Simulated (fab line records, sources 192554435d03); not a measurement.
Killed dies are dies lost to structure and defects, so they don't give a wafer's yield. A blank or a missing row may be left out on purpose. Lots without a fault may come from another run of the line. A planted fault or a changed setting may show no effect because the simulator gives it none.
Split-lot experiment | flow n5_finfet | 7 lots, 21 wafers read, on a route of 1938 steps

THE SPLIT
At N5_MOL_CONTACT_COAG_EXPOSE_05 (exposes mask CA, defocus 0 nm), the setting dose_mj was moved away from the recipe's 38.25 on 9 of the 21 wafers read, by -7.4% to +2.1%. The other wafers ran this setting at the recipe's value.

FROM THE SPLIT TO THE READING: what the file shows between them, 2 steps
- N5_MOL_CONTACT_COAG_PEB_06: peb time 60 s
- N5_MOL_CONTACT_COAG_DEVELOP_07: develop time 30 s

THE READING
cd_nm, in nm, at N5_MOL_CONTACT_COAG_CD_MEAS_08 (target cd 28 nm). Fault-free wafers of this fab line usually give 28.1 nm, standard deviation 0.33 nm.

wafer  | tool, chamber at the split | dose_mj as run | against the recipe | cd_nm, nm | against lot-mates on the recipe
L074.2 | euv_scanner-01, 0          | 38.25          | recipe             | 28.0      | -
L074.3 | euv_scanner-01, 0          | 38.25          | recipe             | 27.9      | -
L074.6 | euv_scanner-01, 0          | 38.25          | recipe             | 28.1      | -
L076.1 | euv_scanner-01, 0          | 38.25          | recipe             | 27.9      | -
L076.4 | euv_scanner-01, 0          | 37.05          | -3.1%              | 27.0      | -0.9
L076.6 | euv_scanner-01, 0          | 38.25          | recipe             | 27.9      | -
L077.1 | euv_scanner-02, 0          | 35.72          | -6.6%              | 26.6      | -0.9
L077.4 | euv_scanner-02, 0          | 38.25          | recipe             | 27.5      | -
L077.5 | euv_scanner-02, 0          | 35.72          | -6.6%              | 26.5      | -1.0
L081.1 | euv_scanner-01, 0          | 38.25          | recipe             | 28.5      | -
L081.3 | euv_scanner-01, 0          | 36.58          | -4.4%              | 27.6      | -0.9
L081.5 | euv_scanner-01, 0          | 36.58          | -4.4%              | 26.9      | -1.6
L082.2 | euv_scanner-01, 0          | 39.05          | +2.1%              | 28.7      | +0.3
L082.4 | euv_scanner-01, 0          | 38.25          | recipe             | 28.3      | -
L082.5 | euv_scanner-01, 0          | 38.25          | recipe             | 28.4      | -
L089.1 | euv_scanner-02, 0          | 38.25          | recipe             | 27.9      | -
L089.2 | euv_scanner-02, 0          | 35.43          | -7.4%              | 26.6      | -1.6
L089.3 | euv_scanner-02, 0          | 38.25          | recipe             | 28.6      | -
L090.2 | euv_scanner-02, 0          | 39.04          | +2.1%              | 28.8      | +0.0
L090.3 | euv_scanner-02, 0          | 39.04          | +2.1%              | 28.6      | -0.2
L090.5 | euv_scanner-02, 0          | 38.25          | recipe             | 28.8      | -

THE FIT
A straight line over all 21 wafers: cd_nm changes by +0.235 nm for each +1% of dose_mj; r = +0.91; the points scatter about the line by 0.33 nm.
The same after taking each lot's own level away (the mean of its wafers on the recipe; 21 wafers): +0.178 nm for each +1%; r = +0.88; scatter 0.29 nm.
On that fit, the largest move of dose_mj shifts the reading by 1.3 nm.
The lots' own levels span 27.50 to 28.80 nm, that is 3.9 times the standard deviation above.
So the lot-to-lot level changes the slope: the two fits differ.
Check: with one of the wafers moved furthest among these (-7.4%) left out of the fit, the line predicts -1.33 nm for it against its lot-mates. It came out at -1.65 nm against them.

THE WHOLE CHAIN: every reading that the file lists as answering this split, in the file's order
step                                | what it does                                                             | reading                                                                        | change (the file's fit)               | r (the file's)
N5_MOL_CONTACT_COAG_CD_MEAS_08      | target cd 28 nm                                                          | cd_nm                                                                          | +0.2 nm for each +1% of the setting   | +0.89
N5_MOL_CONTACT_COAG_ETCH_59         | etches underlayer in N2/H2, target depth 13 nm, time 10.4 s              | MOL_CONTACT_COAG.cd_offset_nm (the simulator's own value, which no gauge read) | +0.229 nm for each +1% of the setting | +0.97
N5_MOL_CONTACT_COAG_ETCH_106        | etches SOC in N2/H2, target depth 80 nm, overetch 16 nm, time 120 s      | MOL_CONTACT_COAG.cd_offset_nm (the simulator's own value, which no gauge read) | +0.199 nm for each +1% of the setting | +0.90
N5_MOL_CONTACT_COAG_CONTACT_ETCH_14 | etches SiO2 in C4F6/O2, target depth 27.5 nm, overetch 8.5 nm, time 20 s | MOL_CONTACT_COAG.cd_offset_nm (the simulator's own value, which no gauge read) | +0.212 nm for each +1% of the setting | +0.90
N5_MOL_CONTACT_COAG_ETCH_110        | etches Si in CF4/O2, target depth 2.5 nm, time 8 s                       | MOL_CONTACT_COAG.cd_offset_nm (the simulator's own value, which no gauge read) | +0.191 nm for each +1% of the setting | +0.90

THE FILE'S OWN FIT
cd_nm changes by +0.2 nm for each +1% of dose_mj, r = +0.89.
